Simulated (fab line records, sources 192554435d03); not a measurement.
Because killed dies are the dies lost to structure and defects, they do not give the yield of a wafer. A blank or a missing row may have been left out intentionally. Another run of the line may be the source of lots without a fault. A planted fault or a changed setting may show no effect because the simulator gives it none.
Which tool is to blame? -- flow n5_finfet -- 24 lots with 72 wafers sampled at 6 steps, on a route of 1938 steps

WHAT THE GAUGES READ, wafer by wafer
N5_SD_EPI_N_EPI_MEAS_23. Usual: thk_nm at 59.0 nm, with a standard deviation of 1.3.
lot,measured,on,thk_nm (nm),flag
L074,day 3 05:31,film_metro-02,56.8 57.0 58.3,
L075,day 3 09:31,film_metro-01,58.8 58.8 59.4,
L076,day 3 16:09,film_metro-01,59.3 59.2 59.1,
L077,day 3 22:02,film_metro-02,59.0 59.2 59.8,
L078,day 4 10:25,film_metro-02,59.6 59.9 57.8,
L079,day 4 10:38,film_metro-02,58.2 54.9 58.3,
L080,day 4 16:38,film_metro-02,59.1 61.1 61.6,
L081,day 4 21:49,film_metro-01,59.3 60.5 61.1,
L082,day 5 04:56,film_metro-01,59.5 55.9 57.8,
L083,day 5 11:09,film_metro-01,59.8 58.7 59.8,
L084,day 5 19:57,film_metro-01,59.2 57.5 59.7,
L085,day 6 01:00,film_metro-01,58.2 58.6 59.7,
L086,day 6 05:53,film_metro-02,60.9 60.4 61.9,
L087,day 6 11:32,film_metro-01,57.2 60.5 59.6,
L088,day 6 20:09,film_metro-02,56.3 58.2 58.3,
L089,day 7 05:56,film_metro-02,58.5 60.7 56.9,
L090,day 7 12:29,film_metro-01,58.4 60.2 59.9,
L091,day 7 15:27,film_metro-02,59.0 58.2 59.7,
L092,day 7 16:35,film_metro-01,57.4 57.1 58.6,
L093,day 8 00:04,film_metro-02,59.2 60.0 58.1,
L094,day 8 03:32,film_metro-02,60.4 59.2 60.0,
L095,day 8 10:00,film_metro-01,57.5 57.7 58.6,
L096,day 8 15:55,film_metro-01,60.1 56.6 59.5,
L097,day 8 21:37,film_metro-02,58.4 60.2 58.2,

N5_SD_EPI_P_CD_MEAS_09: target cd 240 nm. Usual: cd_nm at 240.1 nm, with a standard deviation of 0.9.
lot,measured,on,cd_nm (nm),flag
L074,day 3 06:29,cd_sem-02,239.7 240.7 240.5,
L075,day 3 10:34,cd_sem-03,239.6 241.3 240.5,
L076,day 3 17:00,cd_sem-01,239.4 239.8 239.4,
L077,day 3 22:59,cd_sem-01,238.8 238.0 239.8,
L078,day 4 11:18,cd_sem-01,242.2 240.5 241.9,
L079,day 4 11:31,cd_sem-01,238.5 240.3 240.1,
L080,day 4 17:47,cd_sem-01,240.9 240.0 241.8,
L081,day 5 00:01,cd_sem-02,240.4 241.2 238.9,
L082,day 5 05:54,cd_sem-01,239.9 238.1 240.0,
L083,day 5 11:58,cd_sem-02,238.9 239.3 240.3,
L084,day 5 20:47,cd_sem-01,239.2 240.1 239.3,
L085,day 6 01:57,cd_sem-03,241.0 240.9 240.1,
L086,day 6 06:45,cd_sem-02,240.6 239.4 239.6,
L087,day 6 12:22,cd_sem-02,240.7 239.5 240.3,
L088,day 6 21:00,cd_sem-03,241.2 240.7 238.9,
L089,day 7 06:53,cd_sem-02,240.1 240.1 239.4,
L090,day 7 13:26,cd_sem-02,239.7 238.1 240.4,
L091,day 7 16:37,cd_sem-01,242.1 240.9 241.4,
L092,day 7 18:01,cd_sem-02,241.0 240.9 240.3,
L093,day 8 00:53,cd_sem-03,239.5 240.9 239.2,
L094,day 8 04:22,cd_sem-01,239.9 240.1 239.6,
L095,day 8 10:50,cd_sem-03,239.4 239.0 239.6,
L096,day 8 18:50,cd_sem-03,239.7 240.7 240.8,
L097,day 8 22:44,cd_sem-03,240.6 239.7 240.6,

N5_ILD0_THK_MEAS_04. Usual: thk_nm at 196.9 nm, with a standard deviation of 1.1.
lot,measured,on,thk_nm (nm),flag
L074,day 3 14:51,film_metro-02,196.3 195.4 197.9,
L075,day 3 18:10,film_metro-02,198.0 197.2 199.0,
L076,day 4 00:15,film_metro-01,197.9 198.0 197.9,
L077,day 4 06:34,film_metro-01,197.6 197.8 196.9,
L078,day 4 18:35,film_metro-02,196.0 197.5 196.0,
L079,day 4 19:57,film_metro-01,196.3 196.0 197.2,
L080,day 5 01:10,film_metro-01,195.5 196.5 197.1,
L081,day 5 07:20,film_metro-02,195.5 198.1 196.8,
L082,day 5 13:20,film_metro-02,197.6 196.5 195.9,
L083,day 5 20:00,film_metro-02,196.2 197.7 195.5,
L084,day 6 05:15,film_metro-01,196.6 195.3 197.3,
L085,day 6 10:18,film_metro-02,196.7 194.6 197.2,
L086,day 6 15:08,film_metro-02,197.0 198.1 198.5,
L087,day 6 20:04,film_metro-01,196.3 195.3 195.9,
L088,day 7 04:40,film_metro-02,197.7 194.4 195.2,
L089,day 7 14:11,film_metro-02,197.6 197.6 196.6,
L090,day 7 21:41,film_metro-02,196.6 198.9 197.9,
L091,day 7 23:56,film_metro-01,194.9 198.2 199.0,
L092,day 8 01:23,film_metro-02,197.9 194.1 198.1,
L093,day 8 10:08,film_metro-02,196.8 196.3 198.5,
L094,day 8 12:37,film_metro-01,194.9 196.9 196.3,
L095,day 8 19:04,film_metro-02,197.7 197.3 197.1,
L096,day 9 02:24,film_metro-01,196.5 195.3 196.2,
L097,day 9 06:01,film_metro-02,197.0 197.2 198.2,

WHAT TOOL EACH LOT RAN ON (gives the tool, then ch and the chambers of the sampled wafers, and finally the start)
lot,N5_DUMMY_GATE_STRIP_48,N5_SPACER0_ALD_08,N5_SD_EPI_P_ETCH_37
L074,"rie_diel-06 ch 1,2,3, day 2 23:56","ald_sin-03 ch 0,1,2, day 3 00:34","rie_diel-06 ch 0,1,3, day 3 06:40"
L075,"rie_diel-06 ch 1,2,3, day 3 04:51","ald_sin-02 ch 0,1,3, day 3 05:29","rie_diel-01 ch 0,1,2, day 3 11:04"
L076,"rie_diel-06 ch 2,3, day 3 11:35","ald_sin-03 ch 0,2, day 3 12:13","rie_diel-01 ch 0,1,3, day 3 17:11"
L077,"rie_diel-06 ch 0,1, day 3 17:17","ald_sin-03 ch 0,2,3, day 3 17:59","rie_diel-02 ch 0,1, day 3 23:10"
L078,"rie_diel-06 ch 0,1,2, day 4 02:23","ald_sin-01 ch 1,2,3, day 4 03:02","rie_diel-01 ch 1,2,3, day 4 11:28"
L079,"rie_diel-02 ch 0,1,2, day 4 05:29","ald_sin-02 ch 0,1, day 4 06:07","rie_diel-02 ch 2,3, day 4 11:47"
L080,"rie_diel-06 ch 0,2,3, day 4 11:58","ald_sin-03 ch 0,1,2, day 4 12:37","rie_diel-06 ch 0,1,2, day 4 17:58"
L081,"rie_diel-02 ch 0,3, day 4 16:43","ald_sin-02 ch 2,3, day 4 17:46","rie_diel-01 ch 1,2,3, day 5 00:12"
L082,"rie_diel-06 ch 1,2, day 5 00:23","ald_sin-02 ch 0,1, day 5 01:01","rie_diel-06 ch 2,3, day 5 06:05"
L083,"rie_diel-01 ch 0,1,2, day 5 06:36","ald_sin-01 ch 0,2,3, day 5 07:14","rie_diel-06 ch 0,1,2, day 5 12:09"
L084,"rie_diel-02 ch 0,1,3, day 5 12:24","ald_sin-01 ch 0,2,3, day 5 13:03","rie_diel-06 ch 0,1,2, day 5 20:58"
L085,"rie_diel-02 ch 0,1,3, day 5 17:40","ald_sin-01 ch 0,1,3, day 5 18:23","rie_diel-02 ch 0,1,3, day 6 02:07"
L086,"rie_diel-06 ch 1,2,3, day 5 23:36","ald_sin-03 ch 1,2,3, day 6 01:07","rie_diel-02 ch 0,1,2, day 6 07:12"
L087,"rie_diel-02 ch 0,1, day 6 06:53","ald_sin-03 ch 0,1,2, day 6 07:31","rie_diel-06 ch 1,3, day 6 12:32"
L088,"rie_diel-06 ch 1,2,3, day 6 15:10","ald_sin-03 ch 0,2,3, day 6 15:49","rie_diel-06 ch 1,2,3, day 6 21:11"
L089,"rie_diel-02 ch 0,1, day 7 01:14","ald_sin-01 ch 0,3, day 7 01:53","rie_diel-06 ch 0,1,3, day 7 07:04"
L090,"rie_diel-01 ch 0,1,2, day 7 07:03","ald_sin-02 ch 0,2,3, day 7 07:42","rie_diel-01 ch 0,1,2, day 7 13:37"
L091,"rie_diel-06 ch 1,2, day 7 10:44","ald_sin-02 ch 2,3, day 7 11:23","rie_diel-02 ch 1,2,3, day 7 16:47"
L092,"rie_diel-06 ch 0,1,2, day 7 10:59","ald_sin-01 ch 1,2,3, day 7 11:37","rie_diel-01 ch 0,1, day 7 18:11"
L093,"rie_diel-06 ch 0,1,2, day 7 18:37","ald_sin-01 ch 1,2,3, day 7 19:15","rie_diel-06 ch 1,2,3, day 8 01:04"
L094,"rie_diel-06 ch 0,1, day 7 22:57","ald_sin-03 ch 0,1,2, day 7 23:35","rie_diel-01 ch 1,2, day 8 04:34"
L095,"rie_diel-02 ch 0,1,3, day 8 04:53","ald_sin-03 ch 0,1,2, day 8 05:56","rie_diel-01 ch 2,3, day 8 11:01"
L096,"rie_diel-06 ch 1,3, day 8 11:22","ald_sin-01 ch 1,2,3, day 8 12:00","rie_diel-01 ch 0,1,2, day 8 19:11"
L097,"rie_diel-02 ch 0,1, day 8 17:04","ald_sin-01 ch 0,3, day 8 17:42","rie_diel-06 ch 0,2,3, day 8 22:55"
- N5_DUMMY_GATE_STRIP_48: strips in N2/H2, time 20 s.
- N5_SPACER0_ALD_08: deposits SiNx, target thk 2 nm.
- N5_SD_EPI_P_ETCH_37: etches SOC in N2/H2, overetch 108 nm, time 486 s.

WHAT THE TOOLS THEMSELVES READ (means of the sampled wafers that have a number; where no wafer has one, the mark that the record gives instead)
N5_DUMMY_GATE_STRIP_48. Usual: drypump_motor_current_A 5.7 A, standard deviation 0.39; oes_product_au 0.78 a.u., standard deviation 0.092; rf_vpp_V 45.3 V, standard deviation 0.83; showerhead_plenum_p_Torr 3.44 Torr, standard deviation 0.13; throttle_valve_pct 12.32 %, standard deviation 0.22.
lot,tool,drypump_motor_current_A (A),oes_product_au (a.u.),rf_vpp_V (V),showerhead_plenum_p_Torr (Torr),throttle_valve_pct (%),flag
L074,rie_diel-06,5.5,0.76,45.5,3.48,12.27,
L075,rie_diel-06,5.5,0.77,45.4,3.47,12.26,
L076,rie_diel-06,5.9,0.71,45.8,3.45,12.27,
L077,rie_diel-06,5.4,0.74,45.3,3.40,12.39,
L078,rie_diel-06,5.7,0.75,46.3,3.46,12.28,
L079,rie_diel-02,5.8,0.83,44.5,3.52,12.31,
L080,rie_diel-06,5.6,0.69,44.1,3.39,12.40,
L081,rie_diel-02,5.9,0.77,43.8,3.42,12.52,
L082,rie_diel-06,5.6,0.80,46.2,3.53,12.20,
L083,rie_diel-01,5.5,0.72,45.2,3.46,12.56,
L084,rie_diel-02,5.9,0.76,44.9,3.35,12.36,
L085,rie_diel-02,5.9,0.76,45.1,3.35,12.36,
L086,rie_diel-06,5.5,0.74,45.3,3.46,12.32,
L087,rie_diel-02,5.7,0.75,46.0,3.49,12.50,
L088,rie_diel-06,5.5,0.74,44.8,3.46,12.33,
L089,rie_diel-02,5.7,0.75,45.1,3.49,12.52,
L090,rie_diel-01,5.5,0.71,45.4,3.45,12.59,
L091,rie_diel-06,5.9,0.74,45.5,3.51,12.25,
L092,rie_diel-06,5.6,0.82,45.6,3.45,12.14,
L093,rie_diel-06,5.7,0.82,45.5,3.44,12.15,
L094,rie_diel-06,5.4,0.90,45.4,3.38,12.05,
L095,rie_diel-02,5.9,0.74,44.9,3.34,12.41,
L096,rie_diel-06,5.2,0.88,45.0,3.47,12.17,
L097,rie_diel-02,5.7,0.74,45.3,3.48,12.55,

N5_SPACER0_ALD_08. Usual: heater_power_w at 884 W, with a standard deviation of 100.
lot,tool,heater_power_w (W),flag
L074,ald_sin-03,1003,
L075,ald_sin-02,812,
L076,ald_sin-03,973,
L077,ald_sin-03,909,
L078,ald_sin-01,802,
L079,ald_sin-02,826,
L080,ald_sin-03,1015,
L081,ald_sin-02,832,
L082,ald_sin-02,820,
L083,ald_sin-01,852,
L084,ald_sin-01,859,
L085,ald_sin-01,864,
L086,ald_sin-03,971,
L087,ald_sin-03,1018,
L088,ald_sin-03,929,
L089,ald_sin-01,877,
L090,ald_sin-02,815,
L091,ald_sin-02,826,
L092,ald_sin-01,816,
L093,ald_sin-01,822,
L094,ald_sin-03,1015,
L095,ald_sin-03,1032,
L096,ald_sin-01,816,
L097,ald_sin-01,881,

N5_SD_EPI_P_ETCH_37. Usual: drypump_motor_current_A 5.7 A, standard deviation 0.42; oes_product_au 0.68 a.u., standard deviation 0.073; rf_vpp_V 241.2 V, standard deviation 1.3; showerhead_plenum_p_Torr 2.59 Torr, standard deviation 0.082; throttle_valve_pct 24.0 %, standard deviation 0.33.
lot,tool,drypump_motor_current_A (A),oes_product_au (a.u.),rf_vpp_V (V),showerhead_plenum_p_Torr (Torr),throttle_valve_pct (%),flag
L074,rie_diel-06,5.3,0.68,241.1,2.57,23.9,
L075,rie_diel-01,5.5,0.66,242.1,2.61,24.2,
L076,rie_diel-01,5.8,0.64,240.8,2.60,24.2,
L077,rie_diel-02,5.8,0.68,241.5,2.59,23.9,
L078,rie_diel-01,5.7,0.65,242.1,2.63,24.0,
L079,rie_diel-02,6.1,0.77,240.4,2.47,24.1,
L080,rie_diel-06,5.6,0.67,240.6,2.60,23.9,
L081,rie_diel-01,5.7,0.64,242.2,2.63,24.0,
L082,rie_diel-06,5.5,0.62,241.2,2.56,23.7,
L083,rie_diel-06,5.6,0.67,242.1,2.60,23.9,
L084,rie_diel-06,5.6,0.66,240.6,2.60,24.0,
L085,rie_diel-02,5.9,0.68,241.2,2.52,24.0,
L086,rie_diel-02,5.7,0.73,241.7,2.64,24.2,
L087,rie_diel-06,5.2,0.70,242.4,2.62,23.9,
L088,rie_diel-06,5.5,0.66,242.0,2.60,23.9,
L089,rie_diel-06,5.3,0.74,240.9,2.55,23.9,
L090,rie_diel-01,5.5,0.64,240.5,2.59,24.3,
L091,rie_diel-02,5.9,0.72,240.7,2.52,24.0,
L092,rie_diel-01,5.7,0.63,241.2,2.57,24.6,
L093,rie_diel-06,5.5,0.75,240.5,2.60,23.9,
L094,rie_diel-01,5.3,0.63,241.2,2.62,24.1,
L095,rie_diel-01,5.8,0.72,242.6,2.61,23.8,
L096,rie_diel-01,5.5,0.64,241.8,2.59,24.3,
L097,rie_diel-06,5.6,0.76,241.3,2.54,23.8,

THE ANSWER, worked out from the rows above alone
Rule: take the mean of a lot's wafers that have a number; if it is more than 3 standard deviations from the usual mean, the lot is off. A lot without any number at a reading at which 4 lots or more have one is off too. Any other lot the step has rows for is counted as sound. Order of review: gauges by route order, followed by the tools' own readings, for which a lot's mean as printed above is used. At the first step where some lot is off, the reading lying furthest off is the one used; lots without a number count as furthest.
Nothing can be told from this: no lot is off at any reading shown.

WHAT THE SIMULATOR HAD INSERTED
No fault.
